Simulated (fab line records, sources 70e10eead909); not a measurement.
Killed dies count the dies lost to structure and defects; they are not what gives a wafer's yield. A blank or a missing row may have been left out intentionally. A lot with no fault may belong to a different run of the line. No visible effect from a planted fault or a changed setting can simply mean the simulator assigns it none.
What tool caused it?	flow nand-harc	72 wafers from 24 lots sampled at 6 of the route's 1302 steps

## WHAT THE GAUGES SHOWED, per wafer
NHARC_P_M2_INSPECT_27. Usual: raw-defect-count 311, standard deviation 130.
lot	measured	on	raw-defect-count	flag
L075	day 6 17:32	defect-inspect-02	329 294 249	
L074	day 6 18:44	defect-inspect-01	282 278 139	
L076	day 7 08:07	defect-inspect-02	464 204 228	
L077	day 7 21:41	defect-inspect-01	180 281 240	
L078	day 8 06:52	defect-inspect-01	286 203 186	
L079	day 8 17:23	defect-inspect-01	349 376 606	
L080	day 9 06:09	defect-inspect-01	242 242 270	
L081	day 9 14:59	defect-inspect-01	460 294 371	
L082	day 10 00:56	defect-inspect-01	188 283 342	
L083	day 10 05:34	defect-inspect-01	166 306 373	
L084	day 10 14:40	defect-inspect-01	388 264 297	
L085	day 11 04:56	defect-inspect-02	273 216 233	
L086	day 11 15:56	defect-inspect-02	512 414 486	
L087	day 11 19:25	defect-inspect-01	164 189 213	
L088	day 12 18:52	defect-inspect-02	214 184 136	
L089	day 12 19:40	defect-inspect-02	324 826 309	
L090	day 13 11:07	defect-inspect-01	219 337 199	
L091	day 13 19:01	defect-inspect-01	200 216 185	
L092	day 14 00:40	defect-inspect-02	430 547 859	
L093	day 14 12:46	defect-inspect-01	468 346 533	
L094	day 15 04:22	defect-inspect-02	298 193 143	
L095	day 15 04:41	defect-inspect-02	346 612 372	
L096	day 15 13:45	defect-inspect-02	205 221 242	
L097	day 15 22:40	defect-inspect-01	209 280 303	

NHARC_A_ZERO_WELL_CD_MEAS_10: the cd target is 2000 nm. Usual: cd-nm 1999.8 nm, standard deviation 2.8.
lot	measured	on	cd-nm (nm)	flag
L075	day 6 23:31	cd-sem-01	1999.2 1999.5 2005.1	
L074	day 7 00:53	cd-sem-01	1993.8 1996.3 1996.3	
L076	day 7 13:58	cd-sem-01	1998.4 1998.1 1999.5	
L077	day 8 03:25	cd-sem-03	1997.9 2003.8 1998.4	
L078	day 8 12:43	cd-sem-03	2002.2 2000.5 2003.2	
L079	day 8 23:30	cd-sem-03	1997.9 2002.1 2002.2	
L080	day 9 12:08	cd-sem-03	1998.9 2001.2 2000.2	
L081	day 9 20:54	cd-sem-01	2003.2 2001.2 2004.9	
L082	day 10 06:39	cd-sem-01	1996.9 1998.7 2002.6	
L083	day 10 11:18	cd-sem-01	2000.7 1999.2 2004.0	
L084	day 10 20:26	cd-sem-02	1998.5 1996.4 1999.6	
L085	day 11 10:41	cd-sem-01	1998.4 2000.9 1997.0	
L086	day 11 22:01	cd-sem-03	1998.1 2003.6 1994.8	
L087	day 12 01:01	cd-sem-02	1992.5 1996.6 2000.8	
L088	day 13 00:30	cd-sem-02	2000.2 1999.6 1998.8	
L089	day 13 01:41	cd-sem-02	1998.5 1999.3 1997.4	
L090	day 13 16:56	cd-sem-02	1999.0 1995.6 2002.2	
L091	day 14 00:52	cd-sem-03	2002.3 1996.5 1997.7	
L092	day 14 06:23	cd-sem-02	2000.2 2004.8 2002.4	
L093	day 14 18:37	cd-sem-01	2002.7 2006.4 2002.4	
L094	day 15 10:14	cd-sem-01	2002.0 2000.9 1999.5	
L095	day 15 10:35	cd-sem-01	2003.6 2006.7 2002.9	
L096	day 15 19:28	cd-sem-02	1997.2 1998.4 2003.3	
L097	day 16 04:24	cd-sem-02	1998.3 1999.0 2001.6	

## EACH LOT AND THE TOOL THAT RAN IT (in order: tool; ch and the chambers of the sampled wafers; start)
lot	NHARC_P_M2_PVD_20	NHARC_P_M2_CMP_23	NHARC_P_M2_PRE_CLEAN_32	NHARC_P_BONDPAD_PVD_17
L075	pvd-sputter-03, day 6 17:08 or earlier	cmp-01 ch 0,1,3, day 6 17:08	pecvd-03 ch 0,1, day 6 17:37	pvd-sputter-02, day 6 23:31 or earlier
L074	pvd-sputter-01, day 6 18:16 or earlier	cmp-01 ch 1,2,3, day 6 18:16	pecvd-04 ch 0,2, day 6 18:48	pvd-sputter-02, day 7 00:53 or earlier
L076	pvd-sputter-02, day 7 07:38 or earlier	cmp-01 ch 1,2,3, day 7 07:38	pecvd-03 ch 1,2, day 7 08:11	pvd-sputter-03, day 7 13:58 or earlier
L077	pvd-sputter-01, day 7 21:13 or earlier	cmp-02 ch 0,1,3, day 7 21:13	pecvd-01 ch 0,1, day 7 21:46	pvd-sputter-02, day 8 03:25 or earlier
L078	pvd-sputter-01, day 8 06:25 or earlier	cmp-02 ch 0,2,3, day 8 06:25	pecvd-03 ch 0,1, day 8 06:55	pvd-sputter-01, day 8 12:43 or earlier
L079	pvd-sputter-02, day 8 16:56 or earlier	cmp-02 ch 0,1,2, day 8 16:56	pecvd-04 ch 0,1,2, day 8 17:28	pvd-sputter-01, day 8 23:30 or earlier
L080	pvd-sputter-03, day 9 05:42 or earlier	cmp-04 ch 1,2,3, day 9 05:42	pecvd-01 ch 0,1,2, day 9 06:16	pvd-sputter-02, day 9 12:08 or earlier
L081	pvd-sputter-03, day 9 14:35 or earlier	cmp-01 ch 0,1,2, day 9 14:35	pecvd-01 ch 0,2, day 9 15:04	pvd-sputter-01, day 9 20:54 or earlier
L082	pvd-sputter-02, day 10 00:29 or earlier	cmp-01 ch 0,2,3, day 10 00:29	pecvd-01 ch 0,1,2, day 10 01:01	pvd-sputter-01, day 10 06:39 or earlier
L083	pvd-sputter-03, day 10 05:10 or earlier	cmp-02 ch 0,1,2, day 10 05:10	pecvd-01 ch 1,2, day 10 05:39	pvd-sputter-01, day 10 11:18 or earlier
L084	pvd-sputter-03, day 10 14:11 or earlier	cmp-02 ch 0,2, day 10 14:11	pecvd-01 ch 0,1, day 10 14:44	pvd-sputter-03, day 10 20:26 or earlier
L085	pvd-sputter-01, day 11 04:30 or earlier	cmp-01 ch 2,3, day 11 04:30	pecvd-03 ch 0,1,2, day 11 05:01	pvd-sputter-02, day 11 10:41 or earlier
L086	pvd-sputter-02, day 11 15:29 or earlier	cmp-01 ch 0,1,2, day 11 15:29	pecvd-04 ch 1,2, day 11 16:01	pvd-sputter-01, day 11 22:01 or earlier
L087	pvd-sputter-03, day 11 18:56 or earlier	cmp-02 ch 0,1, day 11 18:56	pecvd-01 ch 0,1, day 11 19:29	pvd-sputter-02, day 12 01:01 or earlier
L088	pvd-sputter-01, day 12 18:24 or earlier	cmp-02 ch 0,3, day 12 18:24	pecvd-01 ch 0,1, day 12 18:56	pvd-sputter-01, day 13 00:30 or earlier
L089	pvd-sputter-02, day 12 19:13 or earlier	cmp-04 ch 0,3, day 12 19:13	pecvd-04 ch 0,2, day 12 19:46	pvd-sputter-03, day 13 01:41 or earlier
L090	pvd-sputter-01, day 13 10:40 or earlier	cmp-04 ch 2,3, day 13 10:40	pecvd-01 ch 1,2, day 13 11:11	pvd-sputter-01, day 13 16:56 or earlier
L091	pvd-sputter-03, day 13 18:36 or earlier	cmp-04 ch 1,2,3, day 13 18:36	pecvd-03 ch 0,1, day 13 19:05	pvd-sputter-03, day 14 00:52 or earlier
L092	pvd-sputter-02, day 14 00:16 or earlier	cmp-04 ch 0,1,3, day 14 00:16	pecvd-03 ch 0,1,2, day 14 00:45	pvd-sputter-03, day 14 06:23 or earlier
L093	pvd-sputter-03, day 14 12:19 or earlier	cmp-04 ch 0,1,3, day 14 12:19	pecvd-01 ch 1,2, day 14 12:50	pvd-sputter-03, day 14 18:37 or earlier
L094	pvd-sputter-01, day 15 03:58 or earlier	cmp-01 ch 1,2,3, day 15 03:58	pecvd-01 ch 1,2, day 15 04:28	pvd-sputter-01, day 15 10:14 or earlier
L095	pvd-sputter-02, day 15 04:14 or earlier	cmp-04 ch 0,2,3, day 15 04:14	pecvd-03 ch 0,2, day 15 04:46	pvd-sputter-03, day 15 10:35 or earlier
L096	pvd-sputter-01, day 15 13:16 or earlier	cmp-04 ch 0,2, day 15 13:16	pecvd-03 ch 0,1, day 15 13:50	pvd-sputter-01, day 15 19:28 or earlier
L097	pvd-sputter-01, day 15 22:11 or earlier	cmp-04 ch 1,3, day 15 22:11	pecvd-04 ch 0,1,2, day 15 22:44	pvd-sputter-02, day 16 04:24 or earlier
- NHARC_P_M2_PVD_20: deposits TaN, target thk 5 nm, time 8.06 s.
- NHARC_P_M2_CMP_23: polishes, t overpolish 20 s, target thk 144.3 nm.
- NHARC_P_M2_PRE_CLEAN_32: time 12 s.
- NHARC_P_BONDPAD_PVD_17: deposits TaN, target thk 5 nm, time 8.06 s.

## AS READ BY THE TOOLS THEMSELVES (means over the sampled wafers that have a number; for cases with no such wafer, the mark the record gives instead)
NHARC_P_M2_PVD_20. Usual: throttle-valve-pct 29.5 %, standard deviation 1.
lot	tool	throttle-valve-pct (%)	flag
L075	pvd-sputter-03	30.8	
L074	pvd-sputter-01	27.9	
L076	pvd-sputter-02	29.0	
L077	pvd-sputter-01	28.8	
L078	pvd-sputter-01	28.6	
L079	pvd-sputter-02	29.1	
L080	pvd-sputter-03	30.2	
L081	pvd-sputter-03	30.0	
L082	pvd-sputter-02	29.4	
L083	pvd-sputter-03	30.0	
L084	pvd-sputter-03	29.4	
L085	pvd-sputter-01	29.0	
L086	pvd-sputter-02	29.1	
L087	pvd-sputter-03	30.0	
L088	pvd-sputter-01	29.3	
L089	pvd-sputter-02	29.6	
L090	pvd-sputter-01	28.9	
L091	pvd-sputter-03	30.1	
L092	pvd-sputter-02	29.6	
L093	pvd-sputter-03	29.5	
L094	pvd-sputter-01	29.5	
L095	pvd-sputter-02	29.8	
L096	pvd-sputter-01	29.5	
L097	pvd-sputter-01	29.5	

NHARC_P_M2_CMP_23. Usual: motor-current-A 12.8 A, standard deviation 1.3; time-to-endpoint-s 29 s, standard deviation 3.2.
lot	tool	motor-current-A (A)	time-to-endpoint-s (s)	flag
L075	cmp-01	14.0	29	
L074	cmp-01	14.3	30	
L076	cmp-01	13.7	29	
L077	cmp-02	12.2	30	
L078	cmp-02	11.5	30	
L079	cmp-02	11.9	26	
L080	cmp-04	12.9	29	
L081	cmp-01	14.1	31	
L082	cmp-01	13.7	33	
L083	cmp-02	12.1	26	
L084	cmp-02	11.4	26	
L085	cmp-01	14.1	32	
L086	cmp-01	14.0	33	
L087	cmp-02	12.3	30	
L088	cmp-02	11.5	25	
L089	cmp-04	11.9	32	
L090	cmp-04	13.5	30	
L091	cmp-04	12.2	31	
L092	cmp-04	11.9	29	
L093	cmp-04	11.8	29	
L094	cmp-01	14.1	30	
L095	cmp-04	12.7	28	
L096	cmp-04	13.4	31	
L097	cmp-04	11.8	30	

NHARC_P_M2_PRE_CLEAN_32. Usual: heater-power-w 651 W, standard deviation 80; rf-fwd-power-W 292.5 W, standard deviation 0.92.
lot	tool	heater-power-w (W)	rf-fwd-power-W (W)	flag
L075	pecvd-03	662	292.7	
L074	pecvd-04	576	292.2	
L076	pecvd-03	718	292.3	
L077	pecvd-01	633	292.4	
L078	pecvd-03	680	292.0	
L079	pecvd-04	568	292.7	
L080	pecvd-01	671	292.7	
L081	pecvd-01	691	292.9	
L082	pecvd-01	642	292.8	
L083	pecvd-01	572	293.0	
L084	pecvd-01	662	292.6	
L085	pecvd-03	670	293.2	
L086	pecvd-04	585	291.7	
L087	pecvd-01	723	292.7	
L088	pecvd-01	669	292.0	
L089	pecvd-04	659	292.5	
L090	pecvd-01	622	293.3	
L091	pecvd-03	681	291.9	
L092	pecvd-03	694	291.9	
L093	pecvd-01	621	292.8	
L094	pecvd-01	559	292.1	
L095	pecvd-03	660	291.9	
L096	pecvd-03	670	292.5	
L097	pecvd-04	621	292.3	

NHARC_P_BONDPAD_PVD_17. Usual: throttle-valve-pct 29.4 %, standard deviation 1.
lot	tool	throttle-valve-pct (%)	flag
L075	pvd-sputter-02	30.3	
L074	pvd-sputter-02	30.1	
L076	pvd-sputter-03	29.0	
L077	pvd-sputter-02	29.4	
L078	pvd-sputter-01	29.3	
L079	pvd-sputter-01	28.6	
L080	pvd-sputter-02	29.6	
L081	pvd-sputter-01	28.6	
L082	pvd-sputter-01	28.8	
L083	pvd-sputter-01	28.3	
L084	pvd-sputter-03	30.2	
L085	pvd-sputter-02	29.0	
L086	pvd-sputter-01	29.4	
L087	pvd-sputter-02	29.2	
L088	pvd-sputter-01	29.5	
L089	pvd-sputter-03	29.6	
L090	pvd-sputter-01	29.4	
L091	pvd-sputter-03	29.4	
L092	pvd-sputter-03	29.6	
L093	pvd-sputter-03	29.5	
L094	pvd-sputter-01	29.3	
L095	pvd-sputter-03	30.1	
L096	pvd-sputter-01	29.6	
L097	pvd-sputter-02	29.3	

## THE ANSWER, worked out from the rows above alone
Rule: take the mean of a lot's wafers that have a number; if it is more than 3 standard deviations from the usual mean, the lot is off. A lot without any number at a reading at which 4 lots or more have one is off too. Any other lot the step has rows for is counted as sound. After the gauges, taken in route order, come the tools' own readings; for these a lot's mean is taken, as printed above. At the first step where some lot is off, the reading lying furthest off is the one used; lots without a number count as furthest.
None of the lots is off at any reading shown; this tells nothing.

## WHAT HAD BEEN PUT IN BY THE SIMULATOR
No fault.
